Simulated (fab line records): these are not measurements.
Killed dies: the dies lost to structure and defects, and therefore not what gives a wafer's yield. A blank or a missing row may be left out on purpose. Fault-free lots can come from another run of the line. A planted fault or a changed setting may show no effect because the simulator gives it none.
Which tool did it? + flow n5-finfet + 24 lots, 72 wafers sampled, at 5 steps of a route of 1938

WHAT THE GAUGES SHOWED, per wafer
N5_GATE_CUT_INSPECT_26: inspects for defects (darkfield). Usual: 43 for raw-defect-count, sd 18.
| lot  | measured     | on                | raw-defect-count | flag |
|------|--------------|-------------------|------------------|------|
| L074 | day 4 19:46  | defect-inspect-01 | 47 34 60         |      |
| L075 | day 4 21:50  | defect-inspect-01 | 24 68 42         |      |
| L076 | day 5 02:05  | defect-inspect-02 | 29 38 55         |      |
| L077 | day 5 10:27  | defect-inspect-02 | 21 18 23         |      |
| L078 | day 5 17:24  | defect-inspect-01 | 48 54 47         |      |
| L079 | day 6 01:28  | defect-inspect-01 | 19 26 27         |      |
| L080 | day 6 09:47  | defect-inspect-01 | 54 70 75         |      |
| L081 | day 6 10:24  | defect-inspect-02 | 57 60 32         |      |
| L082 | day 6 21:05  | defect-inspect-01 | 29 29 23         |      |
| L083 | day 6 22:22  | defect-inspect-01 | 21 21 25         |      |
| L084 | day 7 05:03  | defect-inspect-01 | 26 66 24         |      |
| L085 | day 7 10:31  | defect-inspect-01 | 16 26 24         |      |
| L086 | day 7 15:13  | defect-inspect-02 | 41 70 60         |      |
| L087 | day 7 21:39  | defect-inspect-01 | 53 36 36         |      |
| L088 | day 8 02:26  | defect-inspect-02 | 65 83 62         |      |
| L089 | day 8 07:58  | defect-inspect-01 | 46 38 36         |      |
| L090 | day 8 13:51  | defect-inspect-01 | 103 60 92        |      |
| L091 | day 8 20:16  | defect-inspect-01 | 61 37 41         |      |
| L092 | day 9 02:25  | defect-inspect-01 | 82 53 42         |      |
| L093 | day 9 08:03  | defect-inspect-02 | 15 28 27         |      |
| L094 | day 9 13:36  | defect-inspect-02 | 71 26 45         |      |
| L095 | day 9 19:47  | defect-inspect-02 | 42 42 30         |      |
| L096 | day 10 03:41 | defect-inspect-01 | 22 46 55         |      |
| L097 | day 10 10:57 | defect-inspect-02 | 36 40 45         |      |

N5_MOL_CONTACT_COAG_INSPECT_10: inspects for defects (brightfield). Usual: 77 for raw-defect-count, sd 31.
| lot  | measured     | on                | raw-defect-count | flag |
|------|--------------|-------------------|------------------|------|
| L074 | day 4 20:08  | defect-inspect-02 | 77 58 111        |      |
| L075 | day 4 22:13  | defect-inspect-01 | 42 134 79        |      |
| L076 | day 5 02:28  | defect-inspect-02 | 78 73 77         |      |
| L077 | day 5 10:50  | defect-inspect-01 | 29 35 31         |      |
| L078 | day 5 17:47  | defect-inspect-01 | 76 80 85         |      |
| L079 | day 6 01:58  | defect-inspect-02 | 46 59 50         |      |
| L080 | day 6 10:11  | defect-inspect-01 | 78 113 126       |      |
| L081 | day 6 10:47  | defect-inspect-02 | 96 118 69        |      |
| L082 | day 6 21:29  | defect-inspect-01 | 61 48 48         |      |
| L083 | day 6 22:45  | defect-inspect-01 | 40 56 44         |      |
| L084 | day 7 05:42  | defect-inspect-01 | 54 109 40        |      |
| L085 | day 7 11:01  | defect-inspect-01 | 43 52 47         |      |
| L086 | day 7 15:37  | defect-inspect-02 | 91 118 88        |      |
| L087 | day 7 22:10  | defect-inspect-02 | 97 70 65         |      |
| L088 | day 8 02:49  | defect-inspect-01 | 116 145 95       |      |
| L089 | day 8 08:21  | defect-inspect-02 | 93 80 75         |      |
| L090 | day 8 14:22  | defect-inspect-02 | 177 100 144      |      |
| L091 | day 8 20:40  | defect-inspect-02 | 107 81 92        |      |
| L092 | day 9 02:56  | defect-inspect-02 | 135 97 82        |      |
| L093 | day 9 08:28  | defect-inspect-02 | 37 52 44         |      |
| L094 | day 9 13:59  | defect-inspect-02 | 130 36 85        |      |
| L095 | day 9 20:10  | defect-inspect-02 | 59 68 40         |      |
| L096 | day 10 04:12 | defect-inspect-02 | 53 81 94         |      |
| L097 | day 10 11:28 | defect-inspect-01 | 60 76 68         |      |

EACH LOT AND THE TOOL THAT RAN IT (in order: tool; ch and the chambers of the sampled wafers; start)
| lot  | N5_GATE_CUT_HM_OPEN_40             | N5_GATE_CUT_ETCH_19                | N5_GATE_CUT_CUT_ETCH_55           |
|------|------------------------------------|------------------------------------|-----------------------------------|
| L074 | rie-diel-05 ch 0,2,3, day 4 15:23  | rie-diel-05 ch 0,2,3, day 4 15:30  | rie-metal-01 ch 0,1, day 4 15:44  |
| L075 | rie-diel-03 ch 0,2,3, day 4 18:37  | rie-diel-03 ch 0,2,3, day 4 18:44  | rie-metal-02 ch 0,1, day 4 18:58  |
| L076 | rie-diel-03 ch 0,2,3, day 4 22:11  | rie-diel-03 ch 0,2,3, day 4 22:18  | rie-metal-01 ch 0, day 4 22:40    |
| L077 | rie-diel-02 ch 0,1,2, day 5 07:02  | rie-diel-02 ch 0,1,2, day 5 07:10  | rie-metal-02 ch 0,1, day 5 07:24  |
| L078 | rie-diel-03 ch 0,2,3, day 5 14:11  | rie-diel-03 ch 0,2,3, day 5 14:19  | rie-metal-02 ch 0,1, day 5 14:32  |
| L079 | rie-diel-05 ch 0,1, day 5 22:12    | rie-diel-05 ch 0,1, day 5 22:19    | rie-metal-01 ch 0,1, day 5 22:33  |
| L080 | rie-diel-03 ch 0,2,3, day 6 06:34  | rie-diel-03 ch 0,2,3, day 6 06:42  | rie-metal-01 ch 0,1, day 6 06:53  |
| L081 | rie-diel-05 ch 1,3, day 6 07:12    | rie-diel-05 ch 1,3, day 6 07:19    | rie-metal-02 ch 0,1, day 6 07:33  |
| L082 | rie-diel-02 ch 1,2,3, day 6 17:54  | rie-diel-02 ch 1,2,3, day 6 18:01  | rie-metal-02 ch 0,1, day 6 18:15  |
| L083 | rie-diel-05 ch 0,1, day 6 18:46    | rie-diel-05 ch 0,1, day 6 18:53    | rie-metal-01 ch 0, day 6 19:07    |
| L084 | rie-diel-05 ch 0,2, day 7 01:51    | rie-diel-05 ch 0,2, day 7 01:58    | rie-metal-02 ch 0,1, day 7 02:13  |
| L085 | rie-diel-03 ch 1,2,3, day 7 07:19  | rie-diel-03 ch 1,2,3, day 7 07:26  | rie-metal-02 ch 0,1, day 7 07:40  |
| L086 | rie-diel-05 ch 0,1,3, day 7 11:46  | rie-diel-05 ch 0,1,3, day 7 11:53  | rie-metal-01 ch 0,1, day 7 12:07  |
| L087 | rie-diel-02 ch 0,1, day 7 18:26    | rie-diel-02 ch 0,1, day 7 18:34    | rie-metal-03 ch 0,1, day 7 18:47  |
| L088 | rie-diel-03 ch 0,3, day 7 23:14    | rie-diel-03 ch 0,3, day 7 23:22    | rie-metal-01 ch 0,1, day 7 23:35  |
| L089 | rie-diel-02 ch 1,3, day 8 04:43    | rie-diel-02 ch 1,3, day 8 04:50    | rie-metal-03 ch 0,1, day 8 05:04  |
| L090 | rie-diel-05 ch 0,1,3, day 8 10:39  | rie-diel-05 ch 0,1,3, day 8 10:46  | rie-metal-01 ch 0,1, day 8 11:01  |
| L091 | rie-diel-03 ch 0,1,2, day 8 16:47  | rie-diel-03 ch 0,1,2, day 8 16:55  | rie-metal-02 ch 0, day 8 17:16    |
| L092 | rie-diel-03 ch 0,1,3, day 8 23:08  | rie-diel-03 ch 0,1,3, day 8 23:16  | rie-metal-01 ch 0,1, day 8 23:29  |
| L093 | rie-diel-03 ch 0,1, day 9 04:51    | rie-diel-03 ch 0,1, day 9 04:58    | rie-metal-01 ch 0,1, day 9 05:12  |
| L094 | rie-diel-05 ch 0,2,3, day 9 10:23  | rie-diel-05 ch 0,2,3, day 9 10:31  | rie-metal-02 ch 0,1, day 9 10:44  |
| L095 | rie-diel-05 ch 0,2,3, day 9 16:34  | rie-diel-05 ch 0,2,3, day 9 16:41  | rie-metal-01 ch 0,1, day 9 16:55  |
| L096 | rie-diel-05 ch 0,1,2, day 10 00:13 | rie-diel-05 ch 0,1,2, day 10 00:20 | rie-metal-02 ch 1, day 10 00:41   |
| L097 | rie-diel-03 ch 1,2,3, day 10 07:46 | rie-diel-03 ch 1,2,3, day 10 07:53 | rie-metal-03 ch 0,1, day 10 08:06 |
- N5_GATE_CUT_HM_OPEN_40: chemistry C4F6/O2, target SiO2, target depth 139 nm, time 85.1 s.
- N5_GATE_CUT_ETCH_19: etches SiNx in CH3F/O2, target depth 53.7 nm, time 76.7 s.
- N5_GATE_CUT_CUT_ETCH_55: etches HfO2 in BCl3, target depth 3.2 nm.

WHAT THE TOOLS THEMSELVES READ (means of the sampled wafers that have a number; where no wafer has one, the mark that the record gives instead)
N5_GATE_CUT_HM_OPEN_40. Usual: C4F6_flow_sccm 10.003 sccm, standard deviation 0.03; drypump-motor-current-A 5.8 A, standard deviation 0.52; etch-rf-on-time-s 93.0 s, standard deviation 2.1; oes_ar_750_au 0.80 a.u., standard deviation 0.065; oes-product-au 0.72 a.u., standard deviation 0.059; rf-vpp-V 669 V, standard deviation 15; showerhead-plenum-p-Torr 2.84 Torr, standard deviation 0.054; throttle-valve-pct 20.81 %, standard deviation 0.22.
| lot  | tool        | C4F6_flow_sccm (sccm) | drypump-motor-current-A (A) | etch-rf-on-time-s (s) | oes_ar_750_au (a.u.) | oes-product-au (a.u.) | rf-vpp-V (V) | showerhead-plenum-p-Torr (Torr) | throttle-valve-pct (%) | flag |
|------|-------------|-----------------------|-----------------------------|-----------------------|----------------------|-----------------------|--------------|---------------------------------|------------------------|------|
| L074 | rie-diel-05 | 10.024                | 6.1                         | 92.5                  | 0.81                 | 0.73                  | 665          | 2.83                            | 20.89                  |      |
| L075 | rie-diel-03 | 10.015                | 5.9                         | 91.7                  | 0.82                 | 0.74                  | 668          | 2.86                            | 20.75                  |      |
| L076 | rie-diel-03 | 10.017                | 5.9                         | 92.5                  | 0.82                 | 0.74                  | 669          | 2.86                            | 20.75                  |      |
| L077 | rie-diel-02 | 9.989                 | 5.8                         | 91.5                  | 0.84                 | 0.76                  | 675          | 2.81                            | 20.77                  |      |
| L078 | rie-diel-03 | 10.027                | 5.9                         | 92.7                  | 0.81                 | 0.73                  | 668          | 2.85                            | 20.76                  |      |
| L079 | rie-diel-05 | 9.990                 | 5.7                         | 94.3                  | 0.75                 | 0.67                  | 661          | 2.89                            | 20.71                  |      |
| L080 | rie-diel-03 | 10.012                | 5.9                         | 92.8                  | 0.81                 | 0.73                  | 667          | 2.85                            | 20.77                  |      |
| L081 | rie-diel-05 | 10.029                | 6.1                         | 92.6                  | 0.81                 | 0.73                  | 663          | 2.84                            | 21.03                  |      |
| L082 | rie-diel-02 | 9.991                 | 5.9                         | 93.7                  | 0.76                 | 0.70                  | 675          | 2.81                            | 20.93                  |      |
| L083 | rie-diel-05 | 10.006                | 5.8                         | 96.2                  | 0.73                 | 0.65                  | 671          | 2.86                            | 20.82                  |      |
| L084 | rie-diel-05 | 10.004                | 5.8                         | 95.2                  | 0.76                 | 0.68                  | 669          | 2.83                            | 20.82                  |      |
| L085 | rie-diel-03 | 10.019                | 5.7                         | 91.2                  | 0.82                 | 0.75                  | 668          | 2.89                            | 20.73                  |      |
| L086 | rie-diel-05 | 9.996                 | 6.0                         | 93.7                  | 0.77                 | 0.69                  | 666          | 2.85                            | 20.94                  |      |
| L087 | rie-diel-02 | 9.973                 | 5.6                         | 94.1                  | 0.85                 | 0.76                  | 676          | 2.78                            | 20.71                  |      |
| L088 | rie-diel-03 | 10.042                | 5.8                         | 92.1                  | 0.84                 | 0.76                  | 677          | 2.80                            | 20.77                  |      |
| L089 | rie-diel-02 | 9.991                 | 5.5                         | 93.5                  | 0.75                 | 0.70                  | 681          | 2.79                            | 20.89                  |      |
| L090 | rie-diel-05 | 9.989                 | 6.0                         | 92.3                  | 0.76                 | 0.69                  | 665          | 2.84                            | 20.95                  |      |
| L091 | rie-diel-03 | 10.005                | 5.3                         | 93.3                  | 0.81                 | 0.74                  | 677          | 2.86                            | 20.84                  |      |
| L092 | rie-diel-03 | 10.010                | 5.6                         | 90.7                  | 0.85                 | 0.77                  | 675          | 2.84                            | 20.73                  |      |
| L093 | rie-diel-03 | 9.995                 | 5.1                         | 93.3                  | 0.86                 | 0.77                  | 684          | 2.81                            | 20.84                  |      |
| L094 | rie-diel-05 | 10.012                | 6.0                         | 92.4                  | 0.78                 | 0.70                  | 664          | 2.82                            | 20.95                  |      |
| L095 | rie-diel-05 | 9.975                 | 6.0                         | 94.9                  | 0.78                 | 0.70                  | 665          | 2.82                            | 20.95                  |      |
| L096 | rie-diel-05 | 10.025                | 5.8                         | 94.6                  | 0.75                 | 0.67                  | 658          | 2.86                            | 20.76                  |      |
| L097 | rie-diel-03 | 10.000                | 5.7                         | 93.9                  | 0.80                 | 0.72                  | 667          | 2.88                            | 20.74                  |      |

N5_GATE_CUT_ETCH_19. Usual: for drypump-motor-current-A, 5.8 A with a standard deviation of 0.52; for etch-rf-on-time-s, 76.3 s with a standard deviation of 1.1; for oes_ar_750_au, 0.80 a.u. with a standard deviation of 0.065; for oes-product-au, 0.68 a.u. with a standard deviation of 0.056; for rf-vpp-V, 299 V with a standard deviation of 6.6; for showerhead-plenum-p-Torr, 2.00 Torr with a standard deviation of 0.04; for throttle-valve-pct, 16.23 % with a standard deviation of 0.2.
| lot  | tool        | drypump-motor-current-A (A) | etch-rf-on-time-s (s) | oes_ar_750_au (a.u.) | oes-product-au (a.u.) | rf-vpp-V (V) | showerhead-plenum-p-Torr (Torr) | throttle-valve-pct (%) | flag |
|------|-------------|-----------------------------|-----------------------|----------------------|-----------------------|--------------|---------------------------------|------------------------|------|
| L074 | rie-diel-05 | 6.0                         | 76.3                  | 0.81                 | 0.69                  | 296          | 1.99                            | 16.29                  |      |
| L075 | rie-diel-03 | 5.9                         | 76.1                  | 0.82                 | 0.69                  | 300          | 2.01                            | 16.19                  |      |
| L076 | rie-diel-03 | 5.9                         | 76.4                  | 0.82                 | 0.69                  | 299          | 2.01                            | 16.19                  |      |
| L077 | rie-diel-02 | 5.8                         | 76.3                  | 0.84                 | 0.71                  | 302          | 1.97                            | 16.17                  |      |
| L078 | rie-diel-03 | 5.9                         | 76.8                  | 0.81                 | 0.69                  | 300          | 2.01                            | 16.20                  |      |
| L079 | rie-diel-05 | 5.7                         | 76.9                  | 0.75                 | 0.64                  | 295          | 2.04                            | 16.19                  |      |
| L080 | rie-diel-03 | 5.9                         | 76.6                  | 0.80                 | 0.68                  | 299          | 2.01                            | 16.22                  |      |
| L081 | rie-diel-05 | 6.2                         | 76.1                  | 0.81                 | 0.69                  | 295          | 2.00                            | 16.37                  |      |
| L082 | rie-diel-02 | 5.9                         | 77.2                  | 0.76                 | 0.65                  | 302          | 1.97                            | 16.37                  |      |
| L083 | rie-diel-05 | 5.8                         | 77.3                  | 0.73                 | 0.62                  | 299          | 2.01                            | 16.27                  |      |
| L084 | rie-diel-05 | 5.8                         | 77.1                  | 0.76                 | 0.65                  | 299          | 1.99                            | 16.28                  |      |
| L085 | rie-diel-03 | 5.7                         | 75.7                  | 0.82                 | 0.71                  | 298          | 2.04                            | 16.18                  |      |
| L086 | rie-diel-05 | 6.0                         | 76.6                  | 0.77                 | 0.66                  | 298          | 2.00                            | 16.34                  |      |
| L087 | rie-diel-02 | 5.6                         | 75.5                  | 0.85                 | 0.72                  | 302          | 1.95                            | 16.10                  |      |
| L088 | rie-diel-03 | 5.7                         | 76.9                  | 0.84                 | 0.71                  | 303          | 1.97                            | 16.17                  |      |
| L089 | rie-diel-02 | 5.5                         | 76.1                  | 0.75                 | 0.66                  | 303          | 1.96                            | 16.36                  |      |
| L090 | rie-diel-05 | 5.9                         | 76.3                  | 0.76                 | 0.65                  | 297          | 2.00                            | 16.36                  |      |
| L091 | rie-diel-03 | 5.3                         | 76.1                  | 0.81                 | 0.70                  | 303          | 2.01                            | 16.26                  |      |
| L092 | rie-diel-03 | 5.6                         | 75.4                  | 0.85                 | 0.73                  | 302          | 1.99                            | 16.14                  |      |
| L093 | rie-diel-03 | 5.1                         | 76.0                  | 0.85                 | 0.73                  | 306          | 1.97                            | 16.21                  |      |
| L094 | rie-diel-05 | 6.0                         | 76.5                  | 0.78                 | 0.66                  | 297          | 1.98                            | 16.36                  |      |
| L095 | rie-diel-05 | 6.0                         | 76.4                  | 0.78                 | 0.66                  | 296          | 1.98                            | 16.36                  |      |
| L096 | rie-diel-05 | 5.8                         | 76.3                  | 0.75                 | 0.64                  | 294          | 2.01                            | 16.23                  |      |
| L097 | rie-diel-03 | 5.7                         | 76.1                  | 0.79                 | 0.67                  | 298          | 2.03                            | 16.22                  |      |

N5_GATE_CUT_CUT_ETCH_55. Usual: drypump-motor-current-A 5.7 A, standard deviation 0.35; oes-product-au 0.86 a.u., standard deviation 0.091; throttle-valve-pct 33.4 %, standard deviation 0.44.
| lot  | tool         | drypump-motor-current-A (A) | oes-product-au (a.u.) | throttle-valve-pct (%) | flag |
|------|--------------|-----------------------------|-----------------------|------------------------|------|
| L074 | rie-metal-01 | 6.0                         | 0.82                  | 33.4                   |      |
| L075 | rie-metal-02 | 5.5                         | 0.85                  | 32.9                   |      |
| L076 | rie-metal-01 | 6.3                         | 0.95                  | 33.6                   |      |
| L077 | rie-metal-02 | 5.5                         | 0.89                  | 33.0                   |      |
| L078 | rie-metal-02 | 5.5                         | 0.89                  | 33.0                   |      |
| L079 | rie-metal-01 | 6.0                         | 0.93                  | 33.7                   |      |
| L080 | rie-metal-01 | 6.0                         | 0.93                  | 33.7                   |      |
| L081 | rie-metal-02 | 5.5                         | 0.87                  | 33.0                   |      |
| L082 | rie-metal-02 | 5.5                         | 0.87                  | 33.0                   |      |
| L083 | rie-metal-01 | 6.3                         | 0.91                  | 33.6                   |      |
| L084 | rie-metal-02 | 5.5                         | 0.82                  | 32.9                   |      |
| L085 | rie-metal-02 | 5.5                         | 0.85                  | 33.0                   |      |
| L086 | rie-metal-01 | 6.0                         | 0.91                  | 33.7                   |      |
| L087 | rie-metal-03 | 5.3                         | 0.69                  | 33.8                   |      |
| L088 | rie-metal-01 | 5.8                         | 0.90                  | 33.9                   |      |
| L089 | rie-metal-03 | 5.3                         | 0.69                  | 33.8                   |      |
| L090 | rie-metal-01 | 5.8                         | 0.89                  | 33.9                   |      |
| L091 | rie-metal-02 | 5.4                         | 0.88                  | 33.0                   |      |
| L092 | rie-metal-01 | 5.8                         | 0.89                  | 33.9                   |      |
| L093 | rie-metal-01 | 6.0                         | 0.89                  | 33.8                   |      |
| L094 | rie-metal-02 | 5.5                         | 0.83                  | 33.0                   |      |
| L095 | rie-metal-01 | 5.8                         | 0.87                  | 33.9                   |      |
| L096 | rie-metal-02 | 5.6                         | 0.78                  | 33.0                   |      |
| L097 | rie-metal-03 | 5.3                         | 0.91                  | 33.5                   |      |

THE ANSWER, worked out from the rows above alone
Rule: lot off if the mean of its wafers having a number is beyond 3 standard deviations from the usual mean. Also off: a lot with no number at a reading for which 4 or more lots have one. All remaining lots with rows at the step are treated as sound. First the gauges in route order, then the tools' own readings, where a lot's mean is used as printed above. The first step at which some lot is off is used, and at that step the reading that is off furthest; a lot without a number counts as furthest.
Across all readings shown, no lot is off: no conclusion can be drawn from this.

WHAT THE SIMULATOR HAD PUT IN
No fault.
